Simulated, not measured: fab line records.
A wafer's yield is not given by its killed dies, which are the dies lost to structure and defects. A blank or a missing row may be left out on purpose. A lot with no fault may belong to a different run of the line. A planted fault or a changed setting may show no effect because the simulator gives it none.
fab line records	flow n5-finfet
record lots=9	wafers=27	last-day=20
route steps=1938 shown BEOL_M0@721 BEOL_M4@1111 PASSIVATION@1936
lots with no fault: from the same line, run without faults
start-h: hours from the record's first day to the start of the lot's first wafer shown	wait-h: hours since the lot's step before	" same as the row above	L1.1+2: one row covering several wafers at once	- no value, or no start was given	* or withheld: withheld	< > ~ a bound
route shown NAME@n: NAME is a module with steps in the file, n the number in the route of the first one	usual: mean and standard deviation over wafers with no fault	same: alike in all rows	chamber/n: place in a boat	sites: each site's reading	_std_site: the values' standard deviation	_edge_site: the outer-site mean with the inner-site mean subtracted	radius-mm: for every site, how far away it sits from the centre of the wafer	mask NAME#n: copy n	behind: the last tool/chamber to shape the wafer	hold: cause of the lot's hold/its duration in hours/its outcome	device: whichever transistor did not switch (one of n, p or np)	end of line: the tests these same wafers got at the end of their route	a step without rows: its recipe alone	killed: dies that structure and defects cost at the first sort, which is not the same as the wafer's yield	map: the dies of a wafer, with x for killed, . for not killed, _ for no die there
set.NAME: setting as actually run; set.NAME@STEP: the setting as run at that earlier step	model.NAME: the simulator's own value behind a step, which no gauge read
one table for each step of the route and one row for each wafer, over a sample of lots
services: a tool's chamber out of use, with start hour (start-h, from the record's first day; less than 0 if before it), hours out, and reason
## steps
# step N5_BEOL_M0_TRENCH_ETCH_107
# recipe chemistry=C4F6/O2	target-depth-a=328	target=SiOC	time-s=16.4	ion-energy-ev=250	pressure-mtorr=30	source-w=355	bias-w=185	Ar_flow_sccm=300	C4F6_flow_sccm=10	O2_flow_sccm=10
# usual drypump-motor-current-A=5.8/0.57	oes_f_703_au=0.81/0.093	oes-product-au=0.81/0.091	rf-vpp-V=669/15	showerhead-plenum-p-Torr=2.85/0.12	throttle-valve-pct=20.76/0.25
lot.wafer	tool	chamber	start-h	wait-h	drypump-motor-current-A	oes_f_703_au	oes-product-au	rf-hours-counter-h	rf-vpp-V	showerhead-plenum-p-Torr	throttle-valve-pct
L626.3	rie-diel-05	2	122.33	0.0	5.8	0.87	0.86	51	660	2.87	20.34
L626.4	"	1	"	"	5.2	0.74	0.73	192	658	2.82	20.59
L626.6	"	2	"	"	5.8	0.87	0.86	-	661	2.87	20.34
L628.2	rie-diel-02	0	137.11	0.0	5.3	0.86	0.87	24	671	3.05	21.01
L628.3	"	3	"	"	6.8	0.87	0.83	58	666	2.99	20.86
L628.6	"	1	"	"	5.6	0.91	0.92	-	657	2.78	20.36
L629.1	rie-diel-02	2	140.48	0.0	6.5	0.77	0.79	134	681	2.72	20.70
L629.2	"	3	"	"	6.8	0.86	0.84	60	665	2.99	20.86
L629.4	"	0	"	"	5.3	0.86	0.88	25	674	3.04	21.01
L635.2	rie-diel-05	0	188.29	0.0	6.4	0.68	0.69	246	656	2.70	21.38
L635.3	"	2	"	"	5.8	0.84	0.83	73	660	2.86	20.37
L635.6	"	1	"	"	5.1	0.72	0.70	-	658	2.81	20.61
L639.3	rie-diel-02	3	208.47	0.0	6.8	0.84	0.80	84	664	2.98	20.92
L639.4	"	1	"	"	5.6	0.87	0.88	37	655	2.77	20.43
L639.5	"	0	"	"	5.3	0.82	0.84	-	673	3.03	21.06
L637.3	rie-diel-03	0	212.24	0.0	5.0	0.67	0.69	226	702	2.81	20.61
L637.4	"	1	"	"	6.3	0.87	0.85	-	651	2.76	21.04
L637.5	"	2	"	"	5.7	0.96	0.95	-	680	3.03	20.79
L642.2	rie-diel-03	2	219.39	0.0	5.8	0.95	0.95	18	679	3.03	20.79
L642.3	"	1	"	"	6.3	0.86	0.85	67	649	2.76	21.05
L642.4	"	2	"	"	5.8	0.94	0.94	-	678	3.03	20.76
L644.1	rie-diel-05	0	233.07	0.0	6.4	0.94	0.97	3	666	3.04	21.06
L644.3	"	3	"	"	5.3	0.72	0.71	207	652	2.83	20.67
L644.4	"	2	"	"	5.8	0.81	0.81	93	661	2.85	20.41
L648.3	rie-diel-03	1	263.46	0.0	6.3	0.84	0.82	86	652	2.75	21.09
L648.4	"	0	"	"	5.0	0.65	0.68	249	701	2.80	20.62
L648.6	"	1	"	"	6.3	0.84	0.82	-	649	2.75	21.10
# step N5_BEOL_M0_ALD_136
# recipe material=TaN	target-thk-a=*	temp-c=275	ald-precursor-family=PDMAT	ald-co-reactant=NH3	pressure-torr=3	carrier-flow-sccm=1500	pulse-time-s=2	purge-time-s=3	co-reactant-purge-time-s=2	co-reactant-pulse-time-s=3	ald-cycles=30	precursor-vessel-temp-c=75	precursor-vessel-pressure-torr=26.25	precursor-vessel-carrier-sccm=1000
# usual chamber-pressure-Torr=3.000/0.0076	heater-power-w=410/45
lot.wafer	tool	chamber	start-h	wait-h	chamber-pressure-Torr	heater-power-w
L626.3	ald-metal-04	0	123.59	0.3	3.001	438
L626.4	"	1	"	"	3.000	389
L626.6	"	3	"	"	3.004	432
L628.2	ald-metal-03	0	138.15	0.0	2.997	485
L628.3	"	1	"	"	3.010	435
L628.6	"	0	"	"	3.018	502
L629.1	ald-metal-04	3	141.18	0.1	2.992	436
L629.2	"	2	"	"	3.008	409
L629.4	"	1	"	"	3.001	389
L635.2	ald-metal-03	0	189.53	0.1	3.001	483
L635.3	"	3	"	"	2.990	374
L635.6	"	0	"	"	2.996	488
L639.3	ald-metal-04	0	209.44	0.1	2.995	436
L639.4	"	2	"	"	2.984	406
L639.5	"	2	"	"	2.985	401
L637.3	ald-metal-01	3	213.20	0.1	2.996	408
L637.4	"	2	"	"	2.996	402
L637.5	"	0	"	"	2.999	456
L642.2	ald-metal-04	2	220.87	0.0	3.011	402
L642.3	"	0	"	"	2.997	426
L642.4	"	3	"	"	2.996	436
L644.1	ald-metal-03	0	234.18	0.0	3.002	493
L644.3	"	3	"	"	2.992	377
L644.4	"	1	"	"	3.003	438
L648.3	ald-metal-01	0	265.17	0.0	2.998	456
L648.4	"	1	"	"	3.006	426
L648.6	"	3	"	"	2.995	408
# step N5_BEOL_M0_CVD_115
# recipe material=Co	target-thk-a=*	temp-c=withheld	precursor=CCTBA/H2	pressure-torr=30	time-s=120
# usual chamber-pressure-Torr=30.01/0.07	run-length-s=143.1/0.51
lot.wafer	tool	chamber	start-h	wait-h	chamber-pressure-Torr	run-length-s
L626.3	cvd-co-02	2	124.33	0.3	30.03	143.2
L626.4	"	0	"	"	30.13	143.3
L626.6	"	1	"	"	29.95	143.0
L628.2	cvd-co-02	0	139.07	0.3	30.00	143.7
L628.3	"	2	"	"	30.01	143.7
L628.6	"	0	"	"	30.01	143.1
L629.1	cvd-co-01	2	141.89	0.4	30.14	142.6
L629.2	"	1	"	"	30.04	143.4
L629.4	"	1	"	"	30.02	143.5
L635.2	cvd-co-01	1	190.14	0.0	29.92	143.7
L635.3	"	2	"	"	29.93	142.1
L635.6	"	2	"	"	30.04	142.7
L639.3	cvd-co-01	1	210.01	0.3	29.93	202.3
L639.4	"	1	"	"	29.82	202.2
L639.5	"	0	"	"	29.87	143.5
L637.3	cvd-co-01	1	213.77	0.3	30.06	202.3
L637.4	"	1	"	"	30.03	202.3
L637.5	"	2	"	"	30.05	142.6
L642.2	cvd-co-02	0	221.20	0.1	29.97	143.2
L642.3	"	1	"	"	29.95	142.7
L642.4	"	0	"	"	29.98	143.3
L644.1	cvd-co-02	0	234.68	0.2	30.00	144.0
L644.3	"	1	"	"	30.09	143.2
L644.4	"	0	"	"	30.00	143.4
L648.3	cvd-co-02	2	265.50	0.0	29.92	143.1
L648.4	"	2	"	"	29.94	143.8
L648.6	"	0	"	"	29.98	143.5
# step N5_BEOL_M0_SPUTTER_116
# recipe material=Cu	target-thk-a=40	temp-c=-20	chamber-pressure-pa=0.07	power-w=withheld	time-s=7.37
# usual throttle-valve-pct=29.8/0.93
lot.wafer	tool	chamber	start-h	wait-h	throttle-valve-pct
L626.3	pvd-sputter-01	-	124.48	0.1	29.4
L626.4	"	-	"	"	28.9
L626.6	"	-	"	"	31.0
L628.2	pvd-sputter-01	-	139.69	0.6	28.9
L628.3	"	-	"	"	29.5
L628.6	"	-	"	"	28.9
L629.1	pvd-sputter-01	-	143.39	1.5	28.8
L629.2	"	-	"	"	31.3
L629.4	"	-	"	"	29.6
L635.2	pvd-sputter-01	-	190.26	0.1	28.8
L635.3	"	-	"	"	31.1
L635.6	"	-	"	"	31.5
L639.3	pvd-sputter-03	-	211.74	1.7	31.0
L639.4	"	-	"	"	28.5
L639.5	"	-	"	"	29.9
L637.3	pvd-sputter-03	-	215.12	1.3	29.1
L637.4	"	-	"	"	30.6
L637.5	"	-	"	"	30.7
L642.2	pvd-sputter-02	-	221.48	0.2	29.0
L642.3	"	-	"	"	29.6
L642.4	"	-	"	"	30.6
L644.1	pvd-sputter-01	-	236.65	1.9	28.8
L644.3	"	-	"	"	29.6
L644.4	"	-	"	"	31.3
L648.3	pvd-sputter-03	-	265.69	0.2	30.7
L648.4	"	-	"	"	28.4
L648.6	"	-	"	"	29.9
# step N5_BEOL_M4_RC_MEAS_101
# usual DIBL_N=37.0/1.6	DIBL_P=37.0/2.1	IOFF_N=0.17/0.032	IOFF_P=0.22/0.043	ION_N=679/13	ION_P=465/9.5	SS_N=71.7/0.59	SS_P=73.6/0.64	VT_N=249/3.2	VT_P=-249/4.1
lot.wafer	tool	chamber	start-h	wait-h	DIBL_N[mV/V]	DIBL_P[mV/V]	IOFF_N[nA/um]	IOFF_P[nA/um]	ION_N[uA/um]	ION_P[uA/um]	SS_N[mV/dec]	SS_P[mV/dec]	VT_N[mV]	VT_P[mV]
L626.3	prober-01	0	229.90	0.3	36.1	36.0	0.16	0.21	678	468	71.3	73.6	247	-248
L626.4	"	0	"	"	37.5	37.2	0.19	0.23	689	465	71.9	73.3	245	-249
L626.6	"	0	"	"	37.3	38.1	0.18	0.24	684	471	71.9	73.5	245	-250
L629.1	prober-02	0	237.69	0.0	39.1	40.2	0.24	0.30	680	467	72.0	74.4	245	-247
L629.2	"	0	"	"	34.8	35.0	0.13	0.19	659	463	71.8	73.2	254	-249
L629.4	"	0	"	"	36.4	37.1	0.18	0.23	685	468	72.3	73.3	250	-248
L628.2	prober-02	0	255.41	0.2	39.7	40.1	0.21	0.25	700	472	72.9	74.7	248	-249
L628.3	"	0	"	"	36.7	36.3	0.14	0.18	675	464	71.8	73.7	254	-253
L628.6	"	0	"	"	38.7	38.5	0.18	0.22	689	468	72.4	74.1	248	-253
L635.2	prober-01	0	289.23	0.2	37.5	38.7	0.18	0.22	673	464	71.7	74.2	248	-253
L635.3	"	0	"	"	36.7	37.8	0.17	0.20	681	461	71.0	73.7	248	-253
L635.6	"	0	"	"	35.6	38.1	0.15	0.19	673	457	71.5	73.7	250	-255
L639.3	prober-02	0	320.45	0.3	38.4	38.5	0.21	0.31	691	481	72.2	73.4	244	-243
L639.4	"	0	"	"	35.5	34.1	0.15	0.22	667	459	71.4	73.4	249	-248
L639.5	"	0	"	"	38.5	37.9	0.21	0.28	682	473	72.4	73.9	244	-247
L637.3	prober-02	0	341.93	0.3	39.3	38.7	0.20	0.28	690	474	72.4	73.7	247	-244
L637.4	"	0	"	"	36.8	35.9	0.16	0.23	677	467	71.7	73.2	250	-247
L637.5	"	0	"	"	34.9	34.0	0.13	0.21	678	474	71.2	72.5	251	-247
L642.2	prober-01	0	342.48	0.3	39.9	43.9	0.27	0.38	698	481	72.1	75.1	241	-241
L642.3	"	0	"	"	34.1	37.2	0.14	0.22	659	458	71.6	73.2	249	-251
L642.4	"	0	"	"	33.9	35.6	0.14	0.20	655	453	71.4	73.2	251	-249
L644.1	prober-02	0	343.28	0.0	35.7	35.7	0.15	0.22	668	463	72.1	73.2	249	-248
L644.3	"	0	"	"	37.2	38.3	0.19	0.26	687	472	72.0	73.7	248	-247
L644.4	"	0	"	"	36.7	36.9	0.16	0.21	670	458	71.7	74.2	252	-249
L648.3	prober-01	0	377.48	0.3	35.9	33.4	0.13	0.17	649	447	71.5	72.9	253	-255
L648.4	"	0	"	"	35.7	34.1	0.14	0.18	667	449	71.5	73.3	248	-253
L648.6	"	0	"	"	36.5	36.1	0.16	0.22	661	460	72.2	73.4	249	-251
# step N5_PASSIVATION_PROBE_49
# usual defect-limited-yield=91.2/1.6	killed_at_M0_to_M3=33/11	killed_at_M4_up=14/5	killed-at-contacts=12/5.8	killed-at-front-end=41/12	killed-at-other=3.5/2.9	killed-dies=104/19	killed-on-rim=13/4.2	killed-open=68/14	killed-short=34/8.8	sort_bin_4_leakage=0.00/0.017	sort_bin_5_function=5.2/1.1	sort_bin_6_memory=3.2/0.71	sort_bin_8_speed=0.00/0.0071	sort-n-pass=1076/19	sort-yield-pct=91.2/1.6
# same gross-dies=1180	killed-at-back-side=0
lot.wafer	tool	chamber	start-h	wait-h	defect-limited-yield[%]	killed_at_M0_to_M3	killed_at_M4_up	killed-at-contacts	killed-at-front-end	killed-at-other	killed-dies	killed-on-rim	killed-open	killed-short	sort_bin_4_leakage[%]	sort_bin_5_function[%]	sort_bin_6_memory[%]	sort_bin_8_speed[%]	sort-n-pass	sort-yield-pct[%]
L626.3	prober-01	-	342.13	0.1	94.1	29	10	8	19	4	70	12	51	19	0	3.2	2.7	0	1110	94.1
L626.4	prober-01	-	342.18	0.2	91.5	48	13	2	33	4	100	7	60	39	0	4.5	3.6	0	1080	91.5
L626.6	prober-01	-	342.28	0.3	92.2	49	8	7	25	3	92	15	58	30	0	4.2	2.9	0	1088	92.2
L629.1	prober-02	-	350.63	0.0	91.7	23	11	7	57	0	98	11	58	38	0	5.2	2.5	0	1082	91.7
L629.2	prober-02	-	350.68	0.1	90.9	35	9	10	52	1	107	19	59	45	0	5.5	3.2	0	1073	90.9
L629.4	prober-02	-	350.78	0.2	89.7	37	29	16	40	0	122	19	75	37	0	5.6	3.8	0	1058	89.7
L628.2	prober-01	-	362.87	0.1	92.7	25	20	19	21	1	86	13	60	25	0	4.0	3.1	0	1094	92.7
L628.3	prober-01	-	362.92	0.1	91.8	32	9	29	27	0	97	13	71	26	0	4.7	3.2	0	1083	91.8
L628.6	prober-01	-	363.07	0.3	91.3	35	22	19	24	3	103	13	72	31	0	5.3	3.2	0	1077	91.3
L635.2	prober-02	-	391.33	0.1	91.2	22	20	12	45	5	104	16	59	45	0	5.7	2.7	0	1076	91.2
L635.3	prober-02	-	391.38	0.1	91.6	45	13	8	29	4	99	12	60	39	0	5.0	3.0	0	1081	91.6
L635.6	prober-02	-	391.53	0.3	92.7	26	12	15	32	1	86	9	61	25	0	5.0	2.1	0	1094	92.7
L639.3	prober-02	-	425.06	0.1	88.1	47	21	13	54	5	140	26	109	30	0	6.4	5.2	0	1040	88.1
L639.4	prober-02	-	425.11	0.2	91.8	30	15	3	39	10	97	13	58	35	0	5.3	2.4	0	1083	91.8
L639.5	prober-02	-	425.16	0.2	90.4	51	17	9	34	2	113	11	74	39	0	5.7	3.1	0	1067	90.4
L642.2	prober-01	-	449.66	0.1	94.5	27	12	8	16	2	65	7	44	21	0.17	4.0	1.4	0	1113	94.3
L642.3	prober-01	-	449.71	0.1	91.8	33	13	12	37	2	97	12	63	32	0	4.9	3.2	0	1083	91.8
L642.4	prober-01	-	449.76	0.2	93.1	42	8	8	23	0	81	10	61	19	0	4.9	1.9	0	1099	93.1
L644.1	prober-02	-	452.80	0.0	91.3	26	12	19	43	3	103	11	60	43	0	4.9	3.2	0	1077	91.3
L644.3	prober-02	-	452.90	0.1	94.1	7	18	9	36	0	70	8	36	34	0	3.1	2.6	0	1110	94.1
L644.4	prober-02	-	452.95	0.2	91.6	24	12	13	47	3	99	14	72	27	0	4.9	3.1	0	1081	91.6
L637.3	prober-02	-	456.86	0.1	92.5	16	17	4	48	4	89	11	62	25	0	4.8	2.6	0	1091	92.5
L637.4	prober-02	-	456.91	0.2	91.9	17	24	14	39	1	95	18	62	33	0	5.0	2.6	0	1085	91.9
L637.5	prober-02	-	456.96	0.2	93.3	16	15	8	36	4	79	9	48	27	0	3.6	2.5	0	1101	93.3
L648.3	prober-01	-	480.03	0.1	88.2	41	15	12	71	0	139	22	86	52	0	6.6	4.9	0.08	1040	88.1
L648.4	prober-01	-	480.08	0.2	88.4	58	13	17	46	3	137	17	87	49	0	7.6	3.5	0	1043	88.4
L648.6	prober-01	-	480.18	0.3	89.2	53	11	8	52	3	127	14	79	48	0	6.8	3.9	0	1053	89.2
# killed by level:class
L626.3 STI_FIN_REVEAL:geometric-particle:open=10 BEOL_M2:geometric-particle:open=8 BEOL_M0_SAQP:geometric-particle:short=7 BEOL_M1:geometric-particle:open=7 MOL_CONTACT_COAG:geometric-particle:open=6 BEOL_M4:geometric-particle:open=4 BEOL_M3:geometric-particle:open=3 DUMMY_GATE:geometric-particle:open=3
L626.4 BEOL_M1:geometric-particle:open=11 FIN_SAQP:geometric-particle:open=10 BEOL_M0_SAQP:geometric-particle:short=10 BEOL_M0_SAQP:geometric-particle:open=8 FIN_SAQP:geometric-particle:short=7 BEOL_M1:geometric-particle:short=6 STARTING-WAFER:geometric-particle:open=5 STARTING-WAFER:geometric-particle:short=4
L626.6 BEOL_M2:geometric-particle:open=15 BEOL_M0_SAQP:geometric-particle:open=10 BEOL_M0_SAQP:geometric-particle:short=8 FIN_SAQP:geometric-particle:open=7 BEOL_M1:geometric-particle:open=5 STI_FIN_REVEAL:geometric-particle:short=4 MOL_CONTACT_COAG:geometric-particle:open=4 BEOL_M4:geometric-particle:open=4
L629.1 FIN_SAQP:geometric-particle:short=15 FIN_SAQP:geometric-particle:open=11 GATE_CUT:geometric-particle:short=6 BEOL_M2:geometric-particle:open=6 STI_FIN_REVEAL:geometric-particle:open=5 MOL_CONTACT_COAG:geometric-particle:open=5 STARTING-WAFER:geometric-particle:short=5 BEOL_M0_SAQP:geometric-particle:open=4
L629.2 FIN_SAQP:geometric-particle:short=20 FIN_SAQP:geometric-particle:open=11 MOL_CONTACT_COAG:geometric-particle:open=9 BEOL_M0_SAQP:geometric-particle:short=8 BEOL_M0:geometric-particle:open=6 BEOL_M0_SAQP:geometric-particle:open=6 STI_FIN_REVEAL:geometric-particle:open=4 BEOL_M3:geometric-particle:open=4
L629.4 BEOL_M4:geometric-particle:open=17 MOL_CONTACT_COAG:geometric-particle:open=11 BEOL_M2:geometric-particle:open=11 FIN_SAQP:geometric-particle:short=8 HKMG_FIN:area-etch=7 BEOL_M1:geometric-particle:open=6 BEOL_M3:geometric-particle:open=6 DUMMY_GATE:geometric-particle:open=5
L628.2 MOL_CONTACT_COAG:geometric-particle:open=14 BEOL_M4:geometric-particle:open=11 BEOL_M0_SAQP:geometric-particle:short=8 BEOL_M1:geometric-particle:open=7 GATE_CUT:geometric-particle:short=6 BEOL_M0_SAQP:geometric-particle:open=6 STARTING-WAFER:geometric-particle:open=5 STI_FIN_REVEAL:geometric-particle:open=4
L628.3 MOL_CONTACT_COAG:geometric-particle:open=20 STI_FIN_REVEAL:geometric-particle:open=11 BEOL_M1:geometric-particle:open=10 MOL_CONTACT_COAG:geometric-particle:short=9 BEOL_M0_SAQP:geometric-particle:open=7 BEOL_M2:geometric-particle:open=7 BEOL_M4:geometric-particle:open=5 FIN_SAQP:geometric-particle:open=4
L628.6 MOL_CONTACT_COAG:geometric-particle:open=12 BEOL_M4:geometric-particle:open=11 BEOL_M0_SAQP:geometric-particle:short=9 MOL_CONTACT_COAG:geometric-particle:short=7 BEOL_M0_SAQP:geometric-particle:open=7 FIN_SAQP:geometric-particle:open=6 BEOL_M1:geometric-particle:open=5 BEOL_M5:geometric-particle:open=5
L635.2 FIN_SAQP:geometric-particle:short=11 MOL_CONTACT_COAG:geometric-particle:open=9 BEOL_M4:geometric-particle:open=9 FIN_SAQP:geometric-particle:open=7 STI_FIN_REVEAL:geometric-particle:open=7 BEOL_M0_SAQP:geometric-particle:short=7 BEOL_M1:geometric-particle:open=6 BEOL_M4:geometric-particle:short=4
L635.3 BEOL_M0_SAQP:geometric-particle:open=10 BEOL_M3:geometric-particle:short=10 BEOL_M3:geometric-particle:open=10 FIN_SAQP:geometric-particle:short=6 FIN_SAQP:geometric-particle:open=6 MOL_CONTACT_COAG:geometric-particle:open=6 BEOL_M0_SAQP:geometric-particle:short=5 DUMMY_GATE:geometric-particle:open=4
L635.6 MOL_CONTACT_COAG:geometric-particle:open=13 FIN_SAQP:geometric-particle:open=10 BEOL_M0_SAQP:geometric-particle:short=7 BEOL_M4:geometric-particle:open=7 STI_FIN_REVEAL:geometric-particle:open=6 BEOL_M0_SAQP:geometric-particle:open=5 FIN_SAQP:geometric-particle:short=4 BEOL_M3:geometric-particle:short=4
L639.3 FIN_SAQP:geometric-particle:open=17 BEOL_M2:geometric-particle:open=14 STI_FIN_REVEAL:geometric-particle:open=12 MOL_CONTACT_COAG:geometric-particle:open=12 BEOL_M1:geometric-particle:open=11 BEOL_M0_SAQP:geometric-particle:open=10 BEOL_M4:geometric-particle:open=7 STARTING-WAFER:geometric-particle:open=5
L639.4 FIN_SAQP:geometric-particle:open=9 BEOL_M1:geometric-particle:open=7 BEOL_M3:geometric-particle:open=7 STI_FIN_REVEAL:geometric-particle:open=6 BEOL_M4:geometric-particle:open=5 FIN_SAQP:geometric-particle:short=4 BEOL_M3:geometric-particle:short=4 HKMG_FIN:area-etch=4
L639.5 BEOL_M0_SAQP:geometric-particle:short=14 BEOL_M2:geometric-particle:open=10 BEOL_M0_SAQP:geometric-particle:open=9 MOL_CONTACT_COAG:geometric-particle:open=8 BEOL_M4:geometric-particle:open=8 BEOL_M3:geometric-particle:open=7 FIN_SAQP:geometric-particle:open=6 STI_FIN_REVEAL:geometric-particle:open=6
L642.2 BEOL_M0_SAQP:geometric-particle:open=11 MOL_CONTACT_COAG:geometric-particle:open=7 BEOL_M0_SAQP:geometric-particle:short=6 GATE_CUT:geometric-particle:short=5 BEOL_M2:geometric-particle:open=4 BEOL_M5:geometric-particle:short=4 STI_FIN_REVEAL:geometric-particle:open=3 BEOL_M3:geometric-particle:open=3
L642.3 MOL_CONTACT_COAG:geometric-particle:open=9 BEOL_M0_SAQP:geometric-particle:open=9 BEOL_M0_SAQP:geometric-particle:short=8 STI_FIN_REVEAL:geometric-particle:open=7 BEOL_M2:geometric-particle:open=5 FIN_SAQP:geometric-particle:open=4 GATE_CUT:geometric-particle:open=4 BEOL_M3:geometric-particle:short=4
L642.4 BEOL_M3:geometric-particle:open=16 BEOL_M0_SAQP:geometric-particle:open=8 MOL_CONTACT_COAG:geometric-particle:open=7 BEOL_M0_SAQP:geometric-particle:short=7 STI_FIN_REVEAL:geometric-particle:open=5 GATE_CUT:geometric-particle:short=5 BEOL_M2:geometric-particle:open=5 BEOL_M1:geometric-particle:open=4
L644.1 FIN_SAQP:geometric-particle:open=11 MOL_CONTACT_COAG:geometric-particle:open=11 FIN_SAQP:geometric-particle:short=8 MOL_CONTACT_COAG:geometric-particle:short=8 BEOL_M2:geometric-particle:open=5 DUMMY_GATE:geometric-particle:open=5 GATE_CUT:geometric-particle:short=5 BEOL_M4:geometric-particle:open=5
L644.3 FIN_SAQP:geometric-particle:short=8 BEOL_M4:geometric-particle:open=8 MOL_CONTACT_COAG:geometric-particle:open=7 STI_FIN_REVEAL:geometric-particle:open=5 FIN_SAQP:geometric-particle:open=4 GATE_CUT:geometric-particle:short=4 BEOL_M4:geometric-particle:short=4 STARTING-WAFER:geometric-particle:short=4
L644.4 STI_FIN_REVEAL:geometric-particle:open=14 MOL_CONTACT_COAG:geometric-particle:open=12 DUMMY_GATE:geometric-particle:open=7 GATE_CUT:geometric-particle:short=6 FIN_SAQP:geometric-particle:open=5 BEOL_M3:geometric-particle:open=5 FIN_SAQP:geometric-particle:short=4 BEOL_M0_SAQP:geometric-particle:open=4
L637.3 STI_FIN_REVEAL:geometric-particle:open=15 BEOL_M4:geometric-particle:open=10 DUMMY_GATE:geometric-particle:open=6 BEOL_M0_SAQP:geometric-particle:open=6 GATE_CUT:geometric-particle:short=5 STI_FIN_REVEAL:geometric-particle:short=4 BEOL_M3:geometric-particle:open=4 GATE_CUT:geometric-particle:open=4
L637.4 BEOL_M4:geometric-particle:open=10 MOL_CONTACT_COAG:geometric-particle:open=10 FIN_SAQP:geometric-particle:open=9 BEOL_M0_SAQP:geometric-particle:short=7 STI_FIN_REVEAL:geometric-particle:open=6 GATE_CUT:geometric-particle:short=5 FIN_SAQP:geometric-particle:short=4 MOL_CONTACT_COAG:geometric-particle:short=4
L637.5 STI_FIN_REVEAL:geometric-particle:open=10 BEOL_M4:geometric-particle:open=7 GATE_CUT:geometric-particle:short=6 MOL_CONTACT_COAG:geometric-particle:open=6 BEOL_M0_SAQP:geometric-particle:short=6 BEOL_M0_SAQP:geometric-particle:open=5 BEOL_M6:geometric-particle:open=5 FIN_SAQP:geometric-particle:short=4
L648.3 FIN_SAQP:geometric-particle:short=15 FIN_SAQP:geometric-particle:open=10 MOL_CONTACT_COAG:geometric-particle:open=10 STI_FIN_REVEAL:geometric-particle:open=9 STARTING-WAFER:geometric-particle:open=9 BEOL_M0_SAQP:geometric-particle:open=8 BEOL_M3:geometric-particle:open=8 DUMMY_GATE:geometric-particle:open=7
L648.4 BEOL_M0_SAQP:geometric-particle:open=17 MOL_CONTACT_COAG:geometric-particle:open=14 BEOL_M0_SAQP:geometric-particle:short=12 FIN_SAQP:geometric-particle:short=10 FIN_SAQP:geometric-particle:open=10 BEOL_M2:geometric-particle:open=8 BEOL_M3:geometric-particle:open=7 DUMMY_GATE:geometric-particle:open=5
L648.6 BEOL_M0_SAQP:geometric-particle:open=18 BEOL_M0_SAQP:geometric-particle:short=18 FIN_SAQP:geometric-particle:open=13 FIN_SAQP:geometric-particle:short=9 STI_FIN_REVEAL:geometric-particle:open=9 MOL_CONTACT_COAG:geometric-particle:open=8 GATE_CUT:geometric-particle:short=7 BEOL_M3:geometric-particle:open=7
## services
tool	chamber	start-h	hours	kind
cvd-co-01	1	114.67	-	clean
pvd-sputter-03	-	119.69	7.0	repair
pvd-sputter-02	-	123.05	1.0	repair
cvd-co-02	0	126.95	5.1	repair
cvd-co-02	-	128.08	6.9	pm
ald-metal-01	3	128.17	20.2	repair
ald-metal-03	3	130.12	25.3	repair
ald-metal-04	0	130.25	16.5	repair
pvd-sputter-02	-	137.09	1.4	repair
rie-diel-03	-	145.13	5.1	repair
ald-metal-01	0	147.01	6.5	repair
rie-diel-05	-	153.20	0.2	repair
rie-diel-02	1	172.00	5.8	repair
cvd-co-02	-	172.81	4.3	pm
rie-diel-03	3	172.89	20.0	repair
ald-metal-04	-	179.79	2.8	pm
ald-metal-01	3	184.91	2.5	repair
ald-metal-03	3	208.21	3.4	repair
rie-diel-03	2	231.55	11.5	repair
rie-diel-02	1	247.44	4.9	repair
ald-metal-04	3	256.82	7.7	repair
pvd-sputter-02	-	257.78	8.9	repair
cvd-co-01	-	261.11	0.5	repair
ald-metal-04	1	261.26	26.1	repair
## key
first-sign step=N5_BEOL_M0_CVD_115	reading=run-length-s	direction=up	sigmas=99+	usual=*	struck=*
effect none on later readings
met-at N5_BEOL_M0_CVD_115
struck-lots L637,L639
struck-wafers L637.3,L637.4,L639.3,L639.4
not-acting-at N5_BEOL_M0_TRENCH_ETCH_107,N5_BEOL_M0_ALD_136,N5_BEOL_M0_SPUTTER_116
onset-between 190.14 210.01
fault kind=process-parameter-drift	tool=cvd-co-01	chamber=1	onset-h=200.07	steps=N5_BEOL_M0_CVD_115	channel=time-s	offset=*	shape=step	end-h=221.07	acts-in=*	stated=*
